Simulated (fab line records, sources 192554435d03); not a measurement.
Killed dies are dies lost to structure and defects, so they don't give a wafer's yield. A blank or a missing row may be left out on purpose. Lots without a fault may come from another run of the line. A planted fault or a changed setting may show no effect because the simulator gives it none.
Split-lot experiment | flow n5_finfet | 7 lots, 36 wafers read, on a route of 1938 steps

THE SPLIT
At N5_BEOL_M15_TRENCH_ETCH_34 (etches SiO2 in C4F8/O2/Ar, target depth 872.93 nm, time 199 s), the setting time_s was moved away from the recipe's 199 s on 7 of the 36 wafers read, by -35.9% to +53.9%. The other wafers ran this setting at the recipe's value.

FROM THE SPLIT TO THE READING: what the file shows between them, 4 steps
- N5_BEOL_M15_STRIP_36: strips in O2
- N5_BEOL_M15_ECD_47: material Cu, target thk 1860 nm
- N5_BEOL_M15_ANNEAL_48: time 90 s
- N5_BEOL_M15_CMP_49: polishes, stops on SiO2, t overpolish 4.9 s, target thk 850 nm

THE READING
M15_THK, in nm, at N5_BEOL_M15_THK_MEAS_50 (measures by xrf). Fault-free wafers of this fab line usually give 836 nm, standard deviation 22 nm.

wafer  | tool, chamber at the split | time_s as run, s | against the recipe | M15_THK, nm | against lot-mates on the recipe
L080.1 | rie_diel-06, 3             | 199              | recipe             | 853         | -
L080.3 | rie_diel-06, 2             | 199              | recipe             | 846         | -
L080.6 | rie_diel-06, 2             | 127.6            | -35.9%             | 534         | -316
L083.1 | rie_diel-01, 3             | 199              | recipe             | 844         | -
L083.2 | rie_diel-01, 1             | 199              | recipe             | 816         | -
L083.3 | rie_diel-01, 2             | 199              | recipe             | 821         | -
L083.4 | rie_diel-01, 2             | 199              | recipe             | 808         | -
L083.5 | rie_diel-01, 1             | 199              | recipe             | 809         | -
L083.6 | rie_diel-01, 3             | 199              | recipe             | 843         | -
L089.1 | rie_diel-06, 0             | 254.2            | +27.7%             | 1059        | +258
L089.2 | rie_diel-06, 1             | 199              | recipe             | 791         | -
L089.3 | rie_diel-06, 2             | 254.2            | +27.7%             | 1067        | +266
L089.4 | rie_diel-06, 3             | 199              | recipe             | 829         | -
L089.5 | rie_diel-06, 1             | 199              | recipe             | 783         | -
L089.6 | rie_diel-06, 2             | 254.2            | +27.7%             | 1067        | +266
L090.1 | rie_diel-06, 2             | 306.3            | +53.9%             | 1311        | +488
L090.2 | rie_diel-06, 1             | 199              | recipe             | 793         | -
L090.3 | rie_diel-06, 0             | 306.3            | +53.9%             | 1285        | +462
L090.4 | rie_diel-06, 3             | 199              | recipe             | 833         | -
L090.5 | rie_diel-06, 1             | 306.3            | +53.9%             | 1229        | +406
L090.6 | rie_diel-06, 2             | 199              | recipe             | 844         | -
L092.3 | rie_diel-06, 0             | 199              | recipe             | 834         | -
L092.4 | rie_diel-06, 2             | 199              | recipe             | 851         | -
L092.5 | rie_diel-06, 1             | 199              | recipe             | 800         | -
L094.1 | rie_diel-01, 2             | 199              | recipe             | 812         | -
L094.2 | rie_diel-01, 3             | 199              | recipe             | 854         | -
L094.3 | rie_diel-01, 1             | 199              | recipe             | 816         | -
L094.4 | rie_diel-01, 0             | 199              | recipe             | 874         | -
L094.5 | rie_diel-01, 3             | 199              | recipe             | 853         | -
L094.6 | rie_diel-01, 2             | 199              | recipe             | 817         | -
L097.1 | rie_diel-02, 1             | 199              | recipe             | 902         | -
L097.2 | rie_diel-02, 2             | 199              | recipe             | 872         | -
L097.3 | rie_diel-02, 3             | 199              | recipe             | 815         | -
L097.4 | rie_diel-02, 0             | 199              | recipe             | 846         | -
L097.5 | rie_diel-02, 2             | 199              | recipe             | 876         | -
L097.6 | rie_diel-02, 3             | 199              | recipe             | 833         | -

THE FIT
A straight line over all 36 wafers: M15_THK changes by +8.23 nm for each +1% of time_s; r = +0.98; the points scatter about the line by 27 nm.
The same after taking each lot's own level away (the mean of its wafers on the recipe; 36 wafers): +8.62 nm for each +1%; r = +0.99; scatter 24 nm.
On that fit, the largest move of time_s shifts the reading by 4.6e+02 nm.
The lots' own levels span 801.0 to 857.3 nm, that is 2.6 times the standard deviation above.
So the lot-to-lot level changes the slope little: the two slopes agree.
Check: with one of the wafers moved furthest among these (+53.9%) left out of the fit, the line predicts +458 nm for it against its lot-mates. It came out at +488 nm against them.

THE WHOLE CHAIN: every reading that the file lists as answering this split, in the file's order
step                       | what it does                                                   | reading                                                                          | change (the file's fit)              | r (the file's)
N5_BEOL_M15_TRENCH_ETCH_34 | etches SiO2 in C4F8/O2/Ar, target depth 872.93 nm, time 199 s  | etch.depth_nm (the simulator's own value, which no gauge read)                   | +8.7 nm for each +1% of the setting  | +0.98
N5_BEOL_M15_TRENCH_ETCH_34 | etches SiO2 in C4F8/O2/Ar, target depth 872.93 nm, time 199 s  | coat_of_BEOL_M15_COAT_22.thk_nm (the simulator's own value, which no gauge read) | -1.79 nm for each +1% of the setting | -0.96
N5_BEOL_M15_CMP_49         | polishes, stops on SiO2, t overpolish 4.9 s, target thk 850 nm | Cu_of_BEOL_M15_ECD_47.thk_nm (the simulator's own value, which no gauge read)    | +8.7 nm for each +1% of the setting  | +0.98
N5_BEOL_M15_THK_MEAS_50    | measures by xrf                                                | M15_THK                                                                          | +8.64 for each +1% of the setting    | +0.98

THE FILE'S OWN FIT
M15_THK changes by +8.64 nm for each +1% of time_s, r = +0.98.
